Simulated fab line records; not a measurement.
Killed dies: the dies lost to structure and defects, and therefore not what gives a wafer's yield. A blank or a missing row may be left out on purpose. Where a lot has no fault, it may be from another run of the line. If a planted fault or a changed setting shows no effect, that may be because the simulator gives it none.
Chamber matching -- flow n5Finfet -- 4 sister chambers for N5_HKMG_FIN_STRIP_89 on rieDiel-03
The step strips SOC in N2/H2, time 20 s. 14 wafers are shown with their chamber, then 7 later ones without.

## EACH WAFER AND ITS CHAMBER
wafer,chamber,showerheadPlenumPTorr (Torr),throttleValvePct (%),oesProductAu (a.u.)
L074.1,3,3.42,18.8,0.94
L074.3,2,3.24,19.4,0.78
L074.5,1,3.17,18.8,0.75
L078.2,1,3.16,18.8,0.74
L078.4,3,3.42,18.8,0.91
L078.5,0,3.47,19.3,0.73
L079.3,0,3.47,19.3,0.73
L079.4,1,3.16,18.9,0.74
L079.6,0,3.47,19.3,0.73
L083.2,3,3.41,18.8,0.90
L083.4,2,3.23,19.4,0.76
L083.5,0,3.46,19.3,0.71
L086.1,1,3.15,18.9,0.71
L086.2,0,3.46,19.4,0.71

SIGNATURES (averages over the wafers above)
reading,chamber 0,chamber 1,chamber 2,chamber 3,scatter within a chamber
showerheadPlenumPTorr,3.4660,3.1600,3.2350,3.4167,0.00661
throttleValvePct,19.320,18.850,19.400,18.800,0.0424
oesProductAu,0.7220,0.7350,0.7700,0.9167,0.0156
Rule: distance of a wafer from a chamber = root of the sum over the readings of ((wafer's reading minus chamber's mean) / reading's scatter) squared. The wafer belongs to the nearest chamber; if the next one is less than 2 further off, it can't be placed. The scatter: the root of (the sum of the squares of (reading less its chamber's mean) over the shown wafers, divided by (wafers less chambers)).

## WAFERS WITH NO CHAMBER GIVEN
wafer,showerheadPlenumPTorr (Torr),throttleValvePct (%),oesProductAu (a.u.)
L086.5,3.15,18.9,0.73
L093.3,3.22,19.4,0.75
L093.4,3.40,18.8,0.86
L093.5,3.15,18.9,0.71
L095.1,3.22,19.4,0.75
L095.5,3.14,18.9,0.71
L095.6,3.22,19.4,0.75

## WHICH CHAMBER EACH WENT THROUGH
wafer,from the rows above,in truth
L086.5,1,1
L093.3,2,2
L093.4,3,3
L093.5,1,1
L095.1,2,2
L095.5,1,1
L095.6,2,2
Correct placement for 7 of the 7. Left unplaced by these rows: 0. Placed wrongly: 0.
